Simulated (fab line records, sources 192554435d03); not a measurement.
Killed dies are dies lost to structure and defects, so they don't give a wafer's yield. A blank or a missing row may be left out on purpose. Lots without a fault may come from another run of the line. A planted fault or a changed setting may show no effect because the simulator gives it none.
Chamber matching | flow n5_finfet | N5_BEOL_M7_ALD_77 on ald_metal-02: 4 sister chambers
The step deposits TaN, target thk 2 nm, pulse time 2 s, purge time 3 s. 8 wafers are shown with their chamber, then 7 later ones without.

WAFERS WITH THEIR CHAMBER
wafer  | chamber | heater_power_w (W) | mfc_carrier_sccm (sccm)
L074.4 | 1       | 459                | 1495
L080.5 | 1       | 444                | 1497
L082.5 | 2       | 413                | 1504
L084.2 | 2       | 410                | 1501
L084.4 | 3       | 423                | 1499
L084.6 | 0       | 382                | 1502
L086.3 | 3       | 410                | 1502
L086.4 | 0       | 385                | 1497

WAFERS WITHOUT THEIR CHAMBER
wafer  | heater_power_w (W) | mfc_carrier_sccm (sccm)
L086.5 | 387                | 1499
L088.2 | 426                | 1497
L088.4 | 449                | 1497
L088.5 | 412                | 1502
L093.2 | 455                | 1498
L093.3 | 400                | 1498
L093.4 | 386                | 1505

WHICH CHAMBER EACH WENT THROUGH
wafer  | from the rows above          | in truth
L086.5 | 0                            | 0
L088.2 | can't be placed: 3 or 2 or 1 | 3
L088.4 | 1                            | 1
L088.5 | can't be placed: 2 or 3      | 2
L093.2 | 1                            | 1
L093.3 | can't be placed: 0 or 2 or 3 | 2
L093.4 | can't be placed: 0 or 2      | 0
Placed correctly: 3 of 7. Can't be placed from these rows: 4 (the true chamber is among the candidates in 4). Placed wrongly: 0.
How it was worked out, from the rows above alone: a wafer's distance from a chamber is the root of the sum, over the readings, of the square of ((its reading less the chamber's mean) divided by the reading's scatter). The wafer belongs to the nearest chamber; if the next one is less than 2 further off, it can't be placed. A chamber's mean is the mean of its shown wafers. The scatter: the root of (the sum of the squares of (reading less its chamber's mean) over the shown wafers, divided by (wafers less chambers)).
